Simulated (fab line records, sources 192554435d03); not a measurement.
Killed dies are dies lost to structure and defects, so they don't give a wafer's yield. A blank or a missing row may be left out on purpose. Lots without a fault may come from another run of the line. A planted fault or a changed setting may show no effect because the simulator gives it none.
A struck lot beside a sound one | flow n5_finfet | 17 steps out of a route of 1938
Sound: wafers L796.2, L796.3, L796.5. Struck: wafers L809.3, L809.4, L809.6. The cause comes at the end.
At each step with rows: each side's tool, then ch and its chambers, then its first start. Under that, the readings that differ: sound wafers | struck wafers | difference of the means | sigmas: that difference in standard deviations of wafers without a fault.
alike: readings whose means differ by less than 2 such deviations, and words and numbers that are the same on both sides. not compared: withheld readings, readings that some wafer has no value for, bounds like >300 that may hide the same value, and numbers for which the record gives no deviation and whose values overlap.
The two part at a step that has a row with sigmas, a row that says differs or no value, or rows on one side only. Numbers that don't overlap but have no deviation are shown without sigmas and don't part them. A reading that every wafer of one side lacks parts them only if that side has two wafers or more.

first, 8 steps without rows for these wafers: N5_BEOL_M12_COAT_58 (time 60 s, resist thk 89 nm); N5_BEOL_M12_COAT_04 (resist thk 400 nm); N5_BEOL_M12_EBR_06; N5_BEOL_M12_SOFTBAKE_05 (time 60 s); N5_BEOL_M12_EXPOSE_07 (exposes mask V11); N5_BEOL_M12_PEB_08 (peb time 90 s); N5_BEOL_M12_DEVELOP_09 (develop time 45 s); N5_BEOL_M12_HARDBAKE_14 (time 120 s).
N5_BEOL_M12_CD_MEAS_10: target cd 140 nm.
  sound on cd_sem-02 ch 0, day 11 17:25; struck on cd_sem-01 ch 0, day 16 09:11
  alike: cd_nm
N5_BEOL_M12_OVL_MEAS_11:
  sound on overlay-01 ch 0, day 11 17:26; struck on overlay-01 ch 0, day 16 09:13
  reading      | sound  | struck      | difference | sigmas
  V11_OVL (nm) | -4 2 0 | -10 -19 -18 | -15        | -2
N5_BEOL_M12_INSPECT_12: inspects for defects (macro).
  sound on defect_inspect-01, day 11 17:28; struck on defect_inspect-02, day 16 09:15
  alike: raw_defect_count
N5_BEOL_M12_DESCUM_15: chemistry O2, time 7.9 s.
  sound on rie_diel-05 ch 0,1,3, day 11 17:30; struck on rie_diel-05 ch 0,1, day 16 09:23
  alike: drypump_motor_current_A, oes_product_au, rf_vpp_V, showerhead_plenum_p_Torr, throttle_valve_pct
  not compared: rf_hours_counter_h
N5_BEOL_M12_ETCH_59: etches BARC in N2/H2, target depth 89 nm, overetch 26.7 nm, time 67.9 s.
  sound on rie_diel-05 ch 0,1,3, day 11 17:32; struck on rie_diel-05 ch 0,1, day 16 09:25
  no value came back on the struck wafers for any of 7 readings (bias_w (W), chamber_pressure_mTorr (mTorr) and others); on the sound wafers bias_w (W) reads 149.1 149.5 150.0
  reading                                    | sound           | struck          | difference | sigmas
  model.coat_of_BEOL_M12_COAT_04.thk_nm (nm) | 317 317.6 317.6 | 385 382.6 384.2 | +67        |
  not compared: rf_hours_counter_h
N5_BEOL_M12_VIA_ETCH_16: etches SiOC in C4F8/O2/Ar, target depth 724.8 nm.
  sound on rie_diel-05 ch 0,1,3, day 11 17:35; struck on rie_diel-05 ch 0,1, day 16 09:28
  reading                                    | sound           | struck            | difference | sigmas
  model.coat_of_BEOL_M12_COAT_04.thk_nm (nm) | 128 123.6 121.4 | 192.4 191.8 189.6 | +66.9      |
  alike: C4F8_flow_sccm, O2_flow_sccm, drypump_motor_current_A, he_inner_torr, oes_product_au, rf_vpp_V, showerhead_plenum_p_Torr, throttle_valve_pct
N5_BEOL_M12_STRIP_63: strips in N2/H2.
  sound on plasma_asher-02 ch 0,1, day 11 17:47; struck on plasma_asher-01 ch 0,1, day 16 09:41
  reading                      | sound             | struck            | difference | sigmas
  oes_product_au (a.u.)        | 0.686 0.698 0.695 | 0.763 0.750 0.749 | +0.061     | +12
  strip_time_to_endpoint_s (s) | 43.8 42.7 42.0    | 60.7 60.5 60.0    | +17.6      | +18
  alike: drypump_motor_current_A, heater_power_w
  not compared: rf_hours_counter_h
N5_BEOL_M12_STRIP_64: strips in N2/H2.
  sound on plasma_asher-02 ch 0,1, day 11 17:51; struck on plasma_asher-01 ch 0,1, day 16 09:45
  alike: drypump_motor_current_A, heater_power_w, oes_product_au, strip_time_to_endpoint_s
  not compared: rf_hours_counter_h
N5_PASSIVATION_PROBE_49:
  the record has rows for the struck wafers here (prober-02, day 18 06:44) and none for the sound ones

WHERE THEY PART
First at N5_BEOL_M12_OVL_MEAS_11; last, within this record, at N5_PASSIVATION_PROBE_49.

WHY: what the simulator had put in
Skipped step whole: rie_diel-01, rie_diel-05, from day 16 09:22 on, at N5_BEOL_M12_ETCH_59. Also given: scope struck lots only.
